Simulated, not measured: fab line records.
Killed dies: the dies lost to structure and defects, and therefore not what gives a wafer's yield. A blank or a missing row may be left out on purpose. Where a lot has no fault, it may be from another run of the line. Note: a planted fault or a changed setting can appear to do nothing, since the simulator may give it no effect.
Which tool was responsible? :: flow n5 finfet :: 27 wafers from 9 lots sampled at 5 of the route's 1938 steps

== WHAT EACH GAUGE READ, for each wafer ==
N5_BEOL_M4_RC_MEAS_101.
lot: L112
measured: day 8 21:33
on: prober-02
DIBL_N (mV/V): 36.7 34.8 35.7

lot: L113
measured: day 9 07:25
on: prober-01
DIBL_N (mV/V): 40.0 40.9 35.9

lot: L114
measured: day 9 02:56
on: prober-01
DIBL_N (mV/V): 32.9 36.0 31.2

lot: L117
measured: day 10 11:02
on: prober-01
DIBL_N (mV/V): 36.7 34.2 36.2

lot: L122
measured: day 11 19:24
on: prober-01
DIBL_N (mV/V): 36.3 37.4 37.3

lot: L126
measured: day 12 16:20
on: prober-01
DIBL_N (mV/V): 36.3 36.5 36.8

lot: L128
measured: day 13 08:45
on: prober-02
DIBL_N (mV/V): 36.0 32.4 38.2

lot: L129
measured: day 13 10:04
on: prober-02
DIBL_N (mV/V): 36.7 38.1 38.2

lot: L130
measured: day 13 09:34
on: prober-01
DIBL_N (mV/V): 39.5 36.8 34.2

== EACH LOT AND THE TOOL THAT RAN IT (in order: tool; ch and the chambers of the sampled wafers; start) ==
lot: L112
N5_HKMG_FIN_CVD_62: thermal cvd si-01 ch 0,1,2, day 4 18:29
N5_HKMG_FIN_PWFM_ALD_03: ald metal-03 ch 0,1,2, day 4 19:12
N5_HKMG_FIN_ALD_91: ald metal-01 ch 1,2,3, day 4 20:59
N5_HKMG_FIN_ETCH_67: rie diel-06 ch 0,2, day 4 22:23

lot: L113
N5_HKMG_FIN_CVD_62: thermal cvd si-02 ch 0,2, day 5 00:55
N5_HKMG_FIN_PWFM_ALD_03: ald metal-03 ch 0,1,3, day 5 01:38
N5_HKMG_FIN_ALD_91: ald metal-03 ch 0,2,3, day 5 03:25
N5_HKMG_FIN_ETCH_67: rie diel-05 ch 0,1,3, day 5 05:02

lot: L114
N5_HKMG_FIN_CVD_62: thermal cvd si-01 ch 0,2, day 5 09:26
N5_HKMG_FIN_PWFM_ALD_03: ald metal-01 ch 2,3, day 5 10:30
N5_HKMG_FIN_ALD_91: ald metal-03 ch 0,2,3, day 5 12:24
N5_HKMG_FIN_ETCH_67: rie diel-05 ch 0,3, day 5 13:53

lot: L117
N5_HKMG_FIN_CVD_62: thermal cvd si-02 ch 0,1,2, day 6 06:51
N5_HKMG_FIN_PWFM_ALD_03: ald metal-04 ch 0,1,2, day 6 07:34
N5_HKMG_FIN_ALD_91: ald metal-03 ch 1,2,3, day 6 09:56
N5_HKMG_FIN_ETCH_67: rie diel-06 ch 1,2, day 6 11:25

lot: L122
N5_HKMG_FIN_CVD_62: thermal cvd si-01 ch 0,1,2, day 7 09:28
N5_HKMG_FIN_PWFM_ALD_03: ald metal-03 ch 0,2,3, day 7 10:13
N5_HKMG_FIN_ALD_91: ald metal-01 ch 2,3, day 7 12:16
N5_HKMG_FIN_ETCH_67: rie diel-05 ch 1,2,3, day 7 13:43

lot: L126
N5_HKMG_FIN_CVD_62: thermal cvd si-01 ch 1,2, day 8 06:56
N5_HKMG_FIN_PWFM_ALD_03: ald metal-04 ch 0,1, day 8 07:39
N5_HKMG_FIN_ALD_91: ald metal-04 ch 0,2,3, day 8 09:49
N5_HKMG_FIN_ETCH_67: rie diel-06 ch 2, day 8 11:29

lot: L128
N5_HKMG_FIN_CVD_62: thermal cvd si-01 ch 0,2, day 8 19:30
N5_HKMG_FIN_PWFM_ALD_03: ald metal-03 ch 0,1,3, day 8 20:14
N5_HKMG_FIN_ALD_91: ald metal-04 ch 0,1,3, day 8 22:08
N5_HKMG_FIN_ETCH_67: rie diel-05 ch 0,1,3, day 8 23:35

lot: L129
N5_HKMG_FIN_CVD_62: thermal cvd si-02 ch 0,2, day 9 02:13
N5_HKMG_FIN_PWFM_ALD_03: ald metal-04 ch 1,3, day 9 02:55
N5_HKMG_FIN_ALD_91: ald metal-04 ch 0,2,3, day 9 04:42
N5_HKMG_FIN_ETCH_67: rie diel-06 ch 0,2,3, day 9 06:10

lot: L130
N5_HKMG_FIN_CVD_62: thermal cvd si-01 ch 0,1,2, day 9 08:16
N5_HKMG_FIN_PWFM_ALD_03: ald metal-01 ch 0,2,3, day 9 09:01
N5_HKMG_FIN_ALD_91: ald metal-04 ch 0,1,2, day 9 10:55
N5_HKMG_FIN_ETCH_67: rie diel-01 ch 0,1,2, day 9 12:25
- N5_HKMG_FIN_CVD_62: deposits a-Si from Si2H6, target thk 3 nm, time 20.8 s.
- N5_HKMG_FIN_PWFM_ALD_03: deposits TiN, target thk 2 nm, pulse time 1 s, purge time 3 s.
- N5_HKMG_FIN_ALD_91: deposits TiN, target thk 1 nm, pulse time 1 s, purge time 3 s.
- N5_HKMG_FIN_ETCH_67: etches SOC in N2/H2, stops on TiN, target depth 388.9 nm.

== THE ANSWER, worked out from the rows above alone ==
Rule: the usual values come from the lots themselves. The widest of any qualifying gaps counts: lots, ordered by their means at a reading, are off when they make up no more than a third of the lots, leave a main group of 4 or more, and stand apart from it by 3 or more times the standard deviation of that group's means. If all means in a main group match to the digits the tables above print for the reading, that group is not used. Also off: a lot with no number at a reading for which 4 or more lots have one. All remaining lots with rows at the step are treated as sound.
No lot is off at any reading shown: from this, nothing can be told.

== WHAT WAS PUT IN BY THE SIMULATOR ==
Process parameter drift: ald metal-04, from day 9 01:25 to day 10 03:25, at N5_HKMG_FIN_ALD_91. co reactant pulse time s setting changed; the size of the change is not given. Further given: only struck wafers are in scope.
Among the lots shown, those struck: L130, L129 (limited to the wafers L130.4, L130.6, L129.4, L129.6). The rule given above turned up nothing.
